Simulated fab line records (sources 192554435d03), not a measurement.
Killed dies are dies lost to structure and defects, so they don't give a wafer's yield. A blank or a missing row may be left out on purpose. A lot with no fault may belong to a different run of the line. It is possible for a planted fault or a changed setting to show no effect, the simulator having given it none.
Split-lot study / flow n5 finfet / route with 1938 steps; 7 lots, 21 wafers read

== ON THE SPLIT ==
At N5_HKMG_FIN_COAT_43 (resist thk 90 nm), the setting spin rpm was moved away from the recipe's 1500 rpm on 7 of the 21 wafers read, by -9.5% to +6.9%. All remaining wafers had this setting at the recipe value.

== FROM THE SPLIT ON TO THE READING: in between, the file shows 1 step ==
- N5_HKMG_FIN_PEB_47: peb time 60 s (also split here: peb time s)

== THE READING ==
CAR-ArF_of_HKMG_FIN_COAT_43.thk nm (the simulator's own value, which no gauge read), in nm, at N5_HKMG_FIN_DEVELOP_48 (develop time 30 s). The file does not state a usual value for it. Here, 14 wafers ran the recipe; their average is 88.3 nm with a standard deviation of 0.27 nm.

wafer=L075.2; tool, chamber at the split=litho track-05, 0; spin rpm as run, rpm=1500; against the recipe=recipe; CAR-ArF_of_HKMG_FIN_COAT_43.thk nm, nm=88.6; against lot-mates on the recipe=-
wafer=L075.3; tool, chamber at the split=litho track-05, 0; spin rpm as run, rpm=1500; against the recipe=recipe; CAR-ArF_of_HKMG_FIN_COAT_43.thk nm, nm=88.2; against lot-mates on the recipe=-
wafer=L075.4; tool, chamber at the split=litho track-05, 0; spin rpm as run, rpm=1500; against the recipe=recipe; CAR-ArF_of_HKMG_FIN_COAT_43.thk nm, nm=88.4; against lot-mates on the recipe=-
wafer=L077.3; tool, chamber at the split=litho track-03, 0; spin rpm as run, rpm=1357; against the recipe=-9.5%; CAR-ArF_of_HKMG_FIN_COAT_43.thk nm, nm=93; against lot-mates on the recipe=+4.6
wafer=L077.4; tool, chamber at the split=litho track-03, 0; spin rpm as run, rpm=1500; against the recipe=recipe; CAR-ArF_of_HKMG_FIN_COAT_43.thk nm, nm=88.4; against lot-mates on the recipe=-
wafer=L077.6; tool, chamber at the split=litho track-03, 0; spin rpm as run, rpm=1357; against the recipe=-9.5%; CAR-ArF_of_HKMG_FIN_COAT_43.thk nm, nm=92.8; against lot-mates on the recipe=+4.4
wafer=L080.3; tool, chamber at the split=litho track-04, 0; spin rpm as run, rpm=1374; against the recipe=-8.4%; CAR-ArF_of_HKMG_FIN_COAT_43.thk nm, nm=92.4; against lot-mates on the recipe=+3.8
wafer=L080.4; tool, chamber at the split=litho track-04, 0; spin rpm as run, rpm=1374; against the recipe=-8.4%; CAR-ArF_of_HKMG_FIN_COAT_43.thk nm, nm=92.6; against lot-mates on the recipe=+4.0
wafer=L080.6; tool, chamber at the split=litho track-04, 0; spin rpm as run, rpm=1500; against the recipe=recipe; CAR-ArF_of_HKMG_FIN_COAT_43.thk nm, nm=88.6; against lot-mates on the recipe=-
wafer=L084.1; tool, chamber at the split=litho track-05, 0; spin rpm as run, rpm=1500; against the recipe=recipe; CAR-ArF_of_HKMG_FIN_COAT_43.thk nm, nm=88.6; against lot-mates on the recipe=-
wafer=L084.3; tool, chamber at the split=litho track-05, 0; spin rpm as run, rpm=1500; against the recipe=recipe; CAR-ArF_of_HKMG_FIN_COAT_43.thk nm, nm=88.6; against lot-mates on the recipe=-
wafer=L084.5; tool, chamber at the split=litho track-05, 0; spin rpm as run, rpm=1500; against the recipe=recipe; CAR-ArF_of_HKMG_FIN_COAT_43.thk nm, nm=88.4; against lot-mates on the recipe=-
wafer=L092.1; tool, chamber at the split=litho track-03, 0; spin rpm as run, rpm=1500; against the recipe=recipe; CAR-ArF_of_HKMG_FIN_COAT_43.thk nm, nm=88.4; against lot-mates on the recipe=-
wafer=L092.6; tool, chamber at the split=litho track-03, 0; spin rpm as run, rpm=1500; against the recipe=recipe; CAR-ArF_of_HKMG_FIN_COAT_43.thk nm, nm=88.4; against lot-mates on the recipe=-
wafer=L092.3; tool, chamber at the split=litho track-03, 0; spin rpm as run, rpm=1604; against the recipe=+6.9%; CAR-ArF_of_HKMG_FIN_COAT_43.thk nm, nm=85.6; against lot-mates on the recipe=-2.8
wafer=L095.1; tool, chamber at the split=litho track-03, 0; spin rpm as run, rpm=1500; against the recipe=recipe; CAR-ArF_of_HKMG_FIN_COAT_43.thk nm, nm=88; against lot-mates on the recipe=-
wafer=L095.3; tool, chamber at the split=litho track-03, 0; spin rpm as run, rpm=1500; against the recipe=recipe; CAR-ArF_of_HKMG_FIN_COAT_43.thk nm, nm=87.8; against lot-mates on the recipe=-
wafer=L095.6; tool, chamber at the split=litho track-03, 0; spin rpm as run, rpm=1500; against the recipe=recipe; CAR-ArF_of_HKMG_FIN_COAT_43.thk nm, nm=87.8; against lot-mates on the recipe=-
wafer=L096.2; tool, chamber at the split=litho track-05, 0; spin rpm as run, rpm=1500; against the recipe=recipe; CAR-ArF_of_HKMG_FIN_COAT_43.thk nm, nm=88.2; against lot-mates on the recipe=-
wafer=L096.3; tool, chamber at the split=litho track-05, 0; spin rpm as run, rpm=1361; against the recipe=-9.3%; CAR-ArF_of_HKMG_FIN_COAT_43.thk nm, nm=92.8; against lot-mates on the recipe=+4.6
wafer=L096.4; tool, chamber at the split=litho track-05, 0; spin rpm as run, rpm=1361; against the recipe=-9.3%; CAR-ArF_of_HKMG_FIN_COAT_43.thk nm, nm=93; against lot-mates on the recipe=+4.8

FIT RESULTS
A straight line over all 21 wafers: CAR-ArF_of_HKMG_FIN_COAT_43.thk nm changes by -0.476 nm for each +1% of spin rpm; r = -0.99; the points scatter about the line by 0.28 nm.
The same after taking each lot's own level away (the mean of its wafers on the recipe; 21 wafers): -0.471 nm for each +1%; r = -1.00; scatter 0.18 nm.
That fit puts the effect of the largest move of spin rpm on the reading at 4.5 nm.
The lots' own levels span 87.87 to 88.60 nm, that is 2.7 times the standard deviation above.
The two slopes agree, so the slope changes little with the lot-to-lot level.
Check: +4.53 nm against its lot-mates is what the line predicts for one of the wafers moved furthest among these (-9.5%) when that wafer is left out of the fit. Against them it came out at +4.6 nm.

== OTHER SPLITS APPLIED TO THESE WAFERS ==
Before the reading, these wafers also passed through other splits. Each is held against what the fit with the lots' levels taken away leaves over:
other split on the same wafers=N5_SDB_COAT_03 spin rpm; wafers away from the commonest value=10; r with CAR-ArF_of_HKMG_FIN_COAT_43.thk nm (lot level and that fit taken away)=+0.28
other split on the same wafers=N5_HKMG_FIN_PEB_47 peb time s; wafers away from the commonest value=7; r with CAR-ArF_of_HKMG_FIN_COAT_43.thk nm (lot level and that fit taken away)=+0.29

== THE WHOLE CHAIN: every reading that the file lists as answering this split, in the file's order ==
step=N5_HKMG_FIN_COAT_43; what it does=resist thk 90 nm; reading=CAR-ArF_of_HKMG_FIN_COAT_43.thk nm (the simulator's own value, which no gauge read); change (the file's fit)=-0.462 nm for each +1% of the setting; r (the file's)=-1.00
step=N5_HKMG_FIN_DEVELOP_48; what it does=develop time 30 s; reading=CAR-ArF_of_HKMG_FIN_COAT_43.thk nm (the simulator's own value, which no gauge read); change (the file's fit)=-0.469 nm for each +1% of the setting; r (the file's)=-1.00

== FILE'S OWN FIT ==
CAR-ArF_of_HKMG_FIN_COAT_43.thk nm changes by -0.469 nm for each +1% of spin rpm, r = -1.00.
